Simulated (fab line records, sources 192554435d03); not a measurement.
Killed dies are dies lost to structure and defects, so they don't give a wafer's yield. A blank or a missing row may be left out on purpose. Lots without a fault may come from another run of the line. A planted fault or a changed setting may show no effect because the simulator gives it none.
fab line records | flow n5_finfet
record lots=11 wafers=30 last_day=17
route steps=1938 shown BEOL_M2@902 BEOL_M4@1111
lots that met no fault: from a run of the same line without faults
start_h: hours from the record's first day to the start of the lot's first wafer shown | wait_h: hours since the lot's step before | " the same as in the row above | L1.1+2: a row that stands for several wafers | - no value, or no start given | * or withheld: withheld | < > ~ a bound
route shown NAME@n: a module of which the file shows steps, and the number in the route of the first | usual: mean/standard deviation of fault-free wafers | same: alike in all rows | chamber/n: place in a boat | sites: the reading at each site | _std_site: their standard deviation | _edge_site: outer sites' mean less inner sites' | radius_mm: how far each site lies from the wafer's centre | mask NAME#n: copy n | behind: the tool/chamber that last shaped the wafer | hold: why the lot was held/for how many hours/how that ended | device: the transistor (n, p or np) that didn't switch | end of line: the same wafers' tests at the end of the route | a step without rows: its recipe alone | killed: dies lost to structure and defects at the first sort, not the wafer's yield | map: a wafer's dies, x killed, . not, _ none there
set.NAME: the setting as run; set.NAME@STEP: as run at that earlier step | model.NAME: the simulator's own value behind a step, which no gauge read
steps of the route over a sample of lots; a table a step, a row a wafer
services: from which hour (start_h, from the record's first day; less than 0 if before it) a tool's chamber was out of use, for how many hours, and why
## steps
# step N5_BEOL_M2_SURFACE_TREAT_85
# recipe gas=Ar time_s=* ion_energy_ev=* ion_current_ma_cm2=0.5 pressure_mtorr=* ar_flow_sccm=30
# usual throttle_valve_pct=*
# columns lot.wafer tool chamber start_h wait_h throttle_valve_pct
L696.1 pvd_sputter-02 - 152.12 0.1 *
L696.3 " - " " *
L696.4 " - " " *
L697.2 pvd_sputter-01 - 153.36 0.2 *
L697.4 " - " " *
L697.5 " - " " *
L698.1 pvd_sputter-02 - 168.75 0.2 *
L698.2 " - " " *
L698.4 " - " " *
L699.2 pvd_sputter-03 - 171.54 0.2 *
L699.3 " - " " *
L699.5 " - " " *
L707.3 pvd_sputter-01 - 219.33 0.1 *
L707.4 " - " " *
L707.6 " - " " *
L710.3 pvd_sputter-01 - 239.32 0.1 *
L710.6 " - " " *
L712.1 pvd_sputter-02 - 248.57 0.2 *
L712.6 " - " " *
L713.2 pvd_sputter-02 - 251.82 0.1 *
L713.4 " - " " *
L713.6 " - " " *
L714.1 pvd_sputter-03 - 252.11 0.1 *
L714.2 " - " " *
L714.6 " - " " *
L715.1 pvd_sputter-03 - 266.13 0.3 *
L715.5 " - " " *
L716.1 pvd_sputter-02 - 270.11 0.1 *
L716.2 " - " " *
L716.6 " - " " *
# step N5_BEOL_M2_ANNEAL_95
# recipe temp_c=400 time_s=240 ambient=vacuum
# usual heater_power_w=819/72
# columns lot.wafer tool chamber start_h wait_h heater_power_w
L696.1 pvd_sputter-02 - 153.98 0.0 787
L696.3 " - " " 882
L696.4 " - " " 833
L697.2 pvd_sputter-01 - 155.36 0.0 867
L697.4 " - " " 702
L697.5 " - " " 854
L698.1 pvd_sputter-01 - 170.75 0.0 689
L698.2 " - " " 890
L698.4 " - " " 852
L699.2 pvd_sputter-03 - 173.68 0.0 797
L699.3 " - " " 753
L699.5 " - " " 812
L707.3 pvd_sputter-01 - 221.27 0.0 854
L707.4 " - " " 894
L707.6 " - " " 836
L710.3 pvd_sputter-03 - 241.44 0.0 657
L710.6 " - " " 629
L712.1 pvd_sputter-02 - 250.47 0.0 864
L712.6 " - " " 800
L713.2 pvd_sputter-02 - 253.66 0.0 811
L713.4 " - " " 844
L713.6 " - " " 876
L714.1 pvd_sputter-03 - 255.70 0.0 645
L714.2 " - " " 834
L714.6 " - " " 806
L715.1 pvd_sputter-02 - 267.97 0.0 806
L715.5 " - " " 898
L716.1 pvd_sputter-02 - 272.09 0.0 808
L716.2 " - " " 881
L716.6 " - " " 827
# step N5_BEOL_M2_ANNEAL_51
# recipe temp_c=225 time_s=90 ambient=N2
# usual wafer_temp_C_max=225.76/0.25
# columns lot.wafer tool chamber start_h wait_h wafer_temp_C_max
L696.1 rtp_anneal-02 0 154.31 0.1 225.79
L696.3 " 0 " " 226.02
L696.4 " 0 " " 225.76
L697.2 rtp_anneal-02 0 155.74 0.1 225.93
L697.4 " 0 " " 226.22
L697.5 " 0 " " 226.13
L698.1 rtp_anneal-02 0 171.08 0.1 225.96
L698.2 " 0 " " 225.46
L698.4 " 0 " " 226.04
L699.2 rtp_anneal-02 0 174.31 0.3 225.92
L699.3 " 0 " " 225.89
L699.5 " 0 " " 226.22
L707.3 rtp_anneal-02 0 221.70 0.1 225.94
L707.4 " 0 " " 225.78
L707.6 " 0 " " 226.01
L710.3 rtp_anneal-01 0 241.96 0.2 225.96
L710.6 " 0 " " 225.82
L712.1 rtp_anneal-01 0 250.81 0.1 225.49
L712.6 " 0 " " 225.62
L713.2 rtp_anneal-01 0 254.04 0.1 225.35
L713.4 " 0 " " 225.79
L713.6 " 0 " " 225.71
L714.1 rtp_anneal-01 0 256.09 0.1 225.71
L714.2 " 0 " " 225.61
L714.6 " 0 " " 225.66
L715.1 rtp_anneal-02 0 268.31 0.1 226.51
L715.5 " 0 " " 226.49
L716.1 rtp_anneal-02 0 272.43 0.1 225.73
L716.2 " 0 " " 225.56
L716.6 " 0 " " 225.51
# step N5_BEOL_M2_CO_CAP_55
# recipe material=Co target_thk_a=20 temp_c=200 precursor=CCTBA/H2 pressure_torr=30 time_s=102.1
# usual heater_power_w=233/23 run_length_s=124.9/0.59
# columns lot.wafer tool chamber start_h wait_h heater_power_w run_length_s
L696.1 cvd_co-01 2 154.99 0.0 242 125.4
L696.3 " 1 " " 259 124.8
L696.4 " 2 " " 241 126.0
L697.2 cvd_co-01 0 156.36 0.0 238 125.7
L697.4 " 0 " " 240 126.3
L697.5 " 2 " " 236 79.5
L698.1 cvd_co-02 1 171.82 0.0 192 125.2
L698.2 " 2 " " 231 125.1
L698.4 " 1 " " 198 124.8
L699.2 cvd_co-01 1 174.95 0.0 266 124.7
L699.3 " 0 " " 238 125.8
L699.5 " 2 " " 241 79.5
L707.3 cvd_co-02 1 222.28 0.0 194 125.0
L707.4 " 2 " " 230 125.2
L707.6 " 1 " " 197 124.8
L710.3 cvd_co-01 1 242.54 0.0 269 124.7
L710.6 " 1 " " 274 124.6
L712.1 cvd_co-01 0 251.47 0.0 238 125.7
L712.6 " 1 " " 269 124.8
L713.2 cvd_co-01 0 254.66 0.0 230 125.8
L713.4 " 1 " " 272 125.8
L713.6 " 2 " " 247 125.2
L714.1 cvd_co-01 0 256.76 0.0 233 126.0
L714.2 " 1 " " 274 124.9
L714.6 " 2 " " 246 125.6
L715.1 cvd_co-02 2 268.97 0.0 236 124.3
L715.5 " 2 " " 230 124.5
L716.1 cvd_co-02 0 273.15 0.0 242 124.4
L716.2 " 2 " " 234 125.1
L716.6 " 1 " " 195 124.7
# step N5_BEOL_M4_RC_MEAS_101
# usual DIBL_N=36.1/1.5 DIBL_P=36.1/1.9 IOFF_N=0.159/0.029 IOFF_P=0.21/0.038 ION_N=675/11 ION_P=464/8.1 SS_N=71.5/0.57 SS_P=73.3/0.64 VT_N=249/3.1 VT_P=-250/3.8
# columns lot.wafer tool chamber start_h wait_h DIBL_N[mV/V] DIBL_P[mV/V] IOFF_N[nA/um] IOFF_P[nA/um] ION_N[uA/um] ION_P[uA/um] SS_N[mV/dec] SS_P[mV/dec] VT_N[mV] VT_P[mV]
L696.1 prober-02 0 176.70 0.0 33.6 32.4 0.118 0.18 668 461 71.4 72.6 257 -248
L696.3 " 0 " " 35.6 35.8 0.147 0.22 680 471 72.0 73.4 251 -249
L696.4 " 0 " " 36.6 36.9 0.173 0.24 691 471 72.1 73.4 248 -249
L697.2 prober-01 0 177.54 0.2 37.8 37.3 0.161 0.24 666 464 71.8 73.8 249 -246
L697.4 " 0 " " 35.9 34.2 0.137 0.19 672 462 72.3 72.5 250 -249
L697.5 " 0 " " 36.7 36.4 0.148 0.22 654 454 71.5 73.3 253 -247
L698.1 prober-02 0 192.89 0.1 34.6 34.7 0.141 0.19 683 467 70.9 72.6 250 -252
L698.2 " 0 " " 36.3 36.2 0.157 0.21 676 466 72.1 73.3 249 -250
L698.4 " 0 " " 35.7 35.8 0.162 0.21 677 469 71.3 72.5 249 -249
L699.2 prober-01 0 194.65 0.2 34.6 34.2 0.129 0.18 665 463 71.2 72.7 252 -254
L699.3 " 0 " " 37.2 38.0 0.189 0.25 684 471 72.2 74.2 248 -248
L699.5 " 0 " " 35.8 36.5 0.154 0.22 676 469 71.4 73.1 248 -250
L707.3 prober-01 0 248.66 0.3 36.7 38.0 0.168 0.23 687 464 71.7 73.1 249 -249
L707.4 " 0 " " 34.2 34.1 0.113 0.17 656 460 70.8 73.2 256 -254
L707.6 " 0 " " 36.9 37.7 0.155 0.22 670 470 71.5 74.0 250 -250
L710.3 prober-01 0 266.64 0.3 32.5 32.2 0.111 0.17 667 464 70.8 72.5 253 -254
L710.6 " 0 " " 35.7 35.1 0.150 0.21 663 458 71.1 73.2 249 -248
L712.1 prober-01 0 274.06 0.0 35.3 36.4 0.159 0.21 688 463 72.2 73.5 248 -249
L712.6 " 0 " " 37.3 39.1 0.206 0.26 689 468 72.0 74.1 244 -247
L713.2 prober-01 0 276.85 0.2 36.9 39.4 0.195 0.25 675 465 71.8 74.3 247 -247
L713.4 " 0 " " 36.9 39.2 0.187 0.23 673 463 72.0 74.5 249 -252
L713.6 " 0 " " 36.4 38.2 0.174 0.22 671 462 72.4 74.7 250 -248
L714.1 prober-01 0 281.30 0.0 37.1 36.9 0.177 0.26 686 476 72.1 73.8 245 -245
L714.2 " 0 " " 36.9 37.2 0.184 0.28 691 481 71.4 73.1 248 -241
L714.6 " 0 " " 38.5 39.3 0.213 0.31 702 479 72.2 73.5 244 -241
L715.1 prober-02 0 300.63 0.0 35.6 36.6 0.159 0.20 674 456 71.3 72.6 247 -252
L715.5 " 0 " " 34.5 34.6 0.131 0.17 664 456 71.1 73.1 252 -255
L716.1 prober-02 0 306.03 0.0 37.1 37.1 0.173 0.30 677 479 71.4 73.3 246 -241
L716.2 " 0 " " 37.5 37.7 0.192 0.32 689 481 72.1 73.7 247 -242
L716.6 " 0 " " 37.6 37.6 0.198 0.31 686 473 72.0 74.3 245 -244
## services
# columns tool chamber start_h hours kind
cvd_co-01 - 133.27 2.8 pm
## key
first_sign step=N5_BEOL_M2_CO_CAP_55 reading=run_length_s direction=down sigmas=77 usual=* struck=*
effect none on later readings
met_at N5_BEOL_M2_CO_CAP_55
struck_lots L697,L699
struck_wafers L697.5,L699.5
not_acting_at N5_BEOL_M2_SURFACE_TREAT_85,N5_BEOL_M2_ANNEAL_95,N5_BEOL_M2_ANNEAL_51
onset_between 154.99 156.36
fault kind=process_parameter_drift tool=cvd_co-01 chamber=2 onset_h=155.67 steps=N5_BEOL_M2_CO_CAP_55 channel=time_s offset=* shape=step end_h=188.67 acts_in=* stated=*
